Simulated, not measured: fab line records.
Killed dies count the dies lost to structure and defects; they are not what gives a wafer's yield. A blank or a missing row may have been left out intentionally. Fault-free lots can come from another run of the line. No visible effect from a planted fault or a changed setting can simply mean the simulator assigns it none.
A lot that was struck, set against a sound lot	flow n5_finfet	15 steps out of a route of 1938
Sound: these wafers, L372.3, L372.4, L372.5. Struck: wafers L383.3, L383.5. (L383.1 of the same lot was not struck and is left out.) The cause comes at the end.
Per side, at each step with rows, come the tool, then ch with its chambers, and then its first start. Under that, the readings that differ: sound wafers	struck wafers	difference of the means	sigmas: that difference in standard deviations of wafers without a fault.
alike: a reading whose means differ by less than 2 such deviations, as well as words and numbers matching on both sides. not compared: withheld readings; readings where some wafer has no value; bounds like >300 that might hide an equal value; numbers whose values overlap and for which the record gives no deviation.
Wherever a step has rows on one side only, a row that says differs or no value, or a row with sigmas, the two part there. When numbers do not overlap yet have no deviation, they are printed without sigmas and do not part them. A reading missing from all wafers of one side parts the sides only when that side holds two or more wafers.

first, 1 step without rows for these wafers: N5_BEOL_M6_ALD_77 (deposits TaN, target thk 2 nm, pulse time 2 s, purge time 3 s).
N5_BEOL_M6_SURFACE_TREAT_79:
  sound on pvd_sputter-03, day 10 09:40; struck on pvd_sputter-03, day 12 11:57
  not compared: pressure_mtorr, throttle_valve_pct
then, 1 step without rows for these wafers: N5_BEOL_M6_CVD_78 (deposits Co from CCTBA/H2, target thk 2 nm, time 142.3 s).
N5_BEOL_M6_SPUTTER_48: material Cu, target thk 10 nm, time 1.667 s.
  sound on pvd_sputter-01, day 10 09:52; struck on pvd_sputter-02, day 12 12:11
  alike: chamber_pressure_pa, chuck_gas_flow_sccm, throttle_valve_pct
then, 1 step without rows for these wafers: N5_BEOL_M6_ECD_50 (material Cu, target thk 300 nm).
N5_BEOL_M6_ANNEAL_51: time 90 s.
  sound on rtp_anneal-01 ch 0, day 10 11:02; struck on rtp_anneal-01 ch 0, day 12 12:39
  alike: wafer_temp_C_max
N5_BEOL_M6_CMP_52: polishes, stops on SiCOH lowk, t overpolish 6.9 s, target thk 80 nm.
  sound on cmp-03 ch 0,3, day 10 11:15; struck on cmp-03 ch 0,3, day 12 12:59
  alike: barrier_field_endpoint_s, motor_current_A, overpolish_run_s, time_to_endpoint_s
N5_BEOL_M6_THK_MEAS_53: measures by xrf.
  sound on film_metro-02, day 10 11:33; struck on film_metro-01, day 12 13:14
  alike: M6_THK
then, 2 steps without rows for these wafers: N5_BEOL_M6_PRE_CLEAN_55 (time 15 s); N5_BEOL_M6_DEP_56 (deposits SiCN from 3MS/NH3, target thk 10 nm, time 17.5 s).
N5_BEOL_M6_RS_MEAS_57: measures by four-point-probe.
  sound on film_metro-02, day 10 11:41; struck on film_metro-02, day 12 13:22
  alike: M6_RS
N5_BEOL_M6_INSPECT_58: inspects for defects (darkfield).
  sound on defect_inspect-02, day 10 11:42; struck on defect_inspect-01, day 12 13:24
  alike: raw_defect_count
N5_BEOL_M7_ILD_DEP_00: deposits SiCOH lowk from DEMS/porogen, target thk 179.75 nm, time 33.4 s.
  sound on pecvd-01 ch 1,2, day 10 11:44; struck on pecvd-01 ch 2, day 12 13:26
reading	sound	struck	difference	sigmas
susceptor_temp_C (C)	300.25 300.26 299.96	298.75 298.72	-1.42	-7
  alike: chamber_pressure_Torr, heater_power_w, showerhead_plenum_p_Torr, showerhead_vpp_V, throttle_valve_pct
  not compared: since_wet_clean_h
N5_BEOL_M7_CURE_74: cures SiCOH lowk, time 240 s.
  sound on uv_cure-02 ch 1, day 10 11:58; struck on uv_cure-02 ch 1, day 12 13:30
reading	sound	struck	difference	sigmas
lamp_power_pct (%)	52.29 52.32 52.36	52.26 52.17	-0.11	-2
  alike: wafer_temp_C_max
after that, 1 step had no rows for these wafers: N5_PASSIVATION_PROBE_49.

WHERE THEY PART
At N5_BEOL_M7_ILD_DEP_00 first; at N5_BEOL_M7_CURE_74 last (within this record only).

WHY: the cause the simulator had injected
pecvd-01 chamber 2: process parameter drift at N5_BEOL_M7_ILD_DEP_00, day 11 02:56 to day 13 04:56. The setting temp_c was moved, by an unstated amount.
